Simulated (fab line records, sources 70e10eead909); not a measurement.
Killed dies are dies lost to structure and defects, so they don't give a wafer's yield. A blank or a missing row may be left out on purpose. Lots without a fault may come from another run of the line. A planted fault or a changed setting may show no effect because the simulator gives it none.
A struck lot beside a sound one | flow nand_harc | 14 steps out of a route of 1302
Sound: wafers L227.1, L227.5, L227.6. Struck: wafers L233.3, L233.4, L233.5. The cause comes at the end.
At each step with rows: each side's tool, then ch and its chambers, then its first start. Under that, the readings that differ: sound wafers | struck wafers | difference of the means | sigmas: that difference in standard deviations of wafers without a fault.
alike: readings whose means differ by less than 2 such deviations, and words and numbers that are the same on both sides. not compared: withheld readings, readings that some wafer has no value for, bounds like >300 that may hide the same value, and numbers for which the record gives no deviation and whose values overlap.
The two part at a step that has a row with sigmas, a row that says differs or no value, or rows on one side only. Numbers that don't overlap but have no deviation are shown without sigmas and don't part them. A reading that every wafer of one side lacks parts them only if that side has two wafers or more.

NHARC_THIN_TSV_GRIND_00:
  sound on grinder-01 ch 0, day 25 01:55; struck on grinder-01 ch 0, day 27 05:25
  alike: motor_current_A, slurry_flow_ml_min
NHARC_THIN_TSV_CMP_01: polishes.
  sound on cmp-03 ch 0,1, day 25 03:08; struck on cmp-03 ch 1,2,3, day 27 06:16
  alike: motor_current_A, slurry_flow_ml_min
NHARC_THIN_TSV_THK_MEAS_02: measures by ir.
  sound on film_metro-01, day 25 03:24; struck on film_metro-01, day 27 06:30
  alike: thk_nm
then, 3 steps without rows for these wafers: NHARC_THIN_TSV_SRD_03; NHARC_THIN_TSV_PRECLEAN_41 (cleans in SC1); NHARC_THIN_TSV_SRD_42.
NHARC_THIN_TSV_DEP_43: deposits SiO2, target thk 1328.5 nm.
  sound on pecvd-04 ch 1,2, day 25 03:43; struck on pecvd-01 ch 1,2, day 27 06:51
  alike: rf_fwd_power_W, throttle_valve_pct
then, 5 steps without rows for these wafers: NHARC_THIN_TSV_DEHYDRATE_04 (time 120 s); NHARC_THIN_TSV_HMDS_05 (time 30 s); NHARC_THIN_TSV_COAT_06; NHARC_THIN_TSV_SOFTBAKE_07 (time 95 s); NHARC_THIN_TSV_EBR_08.
NHARC_THIN_TSV_EXPOSE_09: exposes mask TSV.
  sound on krf_scanner-04 ch 0, day 25 04:18; struck on krf_scanner-01, day 27 07:26
  no value came back on the struck wafers for exposure_dose_mJ_cm2, focus_offset_nm (nm); on the sound wafers exposure_dose_mJ_cm2 reads 30.729 30.719 30.709
  alike: mask
then, 1 step without rows for these wafers: NHARC_THIN_TSV_PEB_10 (peb time 85 s).

WHERE THEY PART
Only at NHARC_THIN_TSV_EXPOSE_09, within this record.

WHY: what the simulator had put in
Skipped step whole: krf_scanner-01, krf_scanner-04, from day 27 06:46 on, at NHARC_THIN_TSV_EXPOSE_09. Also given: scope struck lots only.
